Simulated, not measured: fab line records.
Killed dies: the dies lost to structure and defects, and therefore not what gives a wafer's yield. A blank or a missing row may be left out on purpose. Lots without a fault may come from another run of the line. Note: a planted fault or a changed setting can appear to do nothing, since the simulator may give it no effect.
Chamber matching :: flow nand-harc :: NHARC_A_M0_ETCH_34 on rie-diel-11: 4 sister chambers
The step etches the open film in N2/H2, target depth 40 nm, overetch 12 nm, time 43.94 s. 8 wafers are shown with their chamber, then 8 later ones without.

## EACH WAFER AND ITS CHAMBER
wafer: L074.3
chamber: 1
drypump-motor-current-A (A): 5.9
rf-vpp-V (V): 434.1

wafer: L079.6
chamber: 1
drypump-motor-current-A (A): 5.8
rf-vpp-V (V): 435.4

wafer: L085.3
chamber: 0
drypump-motor-current-A (A): 5.3
rf-vpp-V (V): 428.1

wafer: L085.6
chamber: 0
drypump-motor-current-A (A): 5.3
rf-vpp-V (V): 429.9

wafer: L091.2
chamber: 2
drypump-motor-current-A (A): 5.7
rf-vpp-V (V): 427.6

wafer: L091.4
chamber: 3
drypump-motor-current-A (A): 5.1
rf-vpp-V (V): 428.9

wafer: L091.5
chamber: 2
drypump-motor-current-A (A): 5.7
rf-vpp-V (V): 426.8

wafer: L090.1
chamber: 3
drypump-motor-current-A (A): 5.1
rf-vpp-V (V): 428.9

## WAFERS WITHOUT THEIR CHAMBER
wafer: L090.2
drypump-motor-current-A (A): 5.9
rf-vpp-V (V): 433.8

wafer: L090.3
drypump-motor-current-A (A): 5.7
rf-vpp-V (V): 427.8

wafer: L095.2
drypump-motor-current-A (A): 5.1
rf-vpp-V (V): 428.2

wafer: L095.4
drypump-motor-current-A (A): 5.3
rf-vpp-V (V): 429.1

wafer: L095.5
drypump-motor-current-A (A): 5.9
rf-vpp-V (V): 433.9

wafer: L096.2
drypump-motor-current-A (A): 5.1
rf-vpp-V (V): 429.3

wafer: L096.4
drypump-motor-current-A (A): 5.9
rf-vpp-V (V): 433.9

wafer: L096.6
drypump-motor-current-A (A): 5.1
rf-vpp-V (V): 429.4

## EACH ONE'S CHAMBER
wafer: L090.2
from the rows above: 1
in truth: 1

wafer: L090.3
from the rows above: 2
in truth: 2

wafer: L095.2
from the rows above: 3
in truth: 3

wafer: L095.4
from the rows above: 0
in truth: 0

wafer: L095.5
from the rows above: 1
in truth: 1

wafer: L096.2
from the rows above: 3
in truth: 3

wafer: L096.4
from the rows above: 1
in truth: 1

wafer: L096.6
from the rows above: 3
in truth: 3
8 of 8 placed correctly. Number that these rows cannot place: 0. 0 placed wrongly.
How it was worked out, from the rows above alone: a wafer's distance from a chamber is the root of the sum, over the readings, of the square of ((its reading less the chamber's mean) divided by the reading's scatter). The wafer belongs to the nearest chamber; if the next one is less than 2 further off, it can't be placed. Each chamber's mean is taken over the wafers shown for it. The scatter: the root of (the sum of the squares of (reading less its chamber's mean) over the shown wafers, divided by (wafers less chambers)).
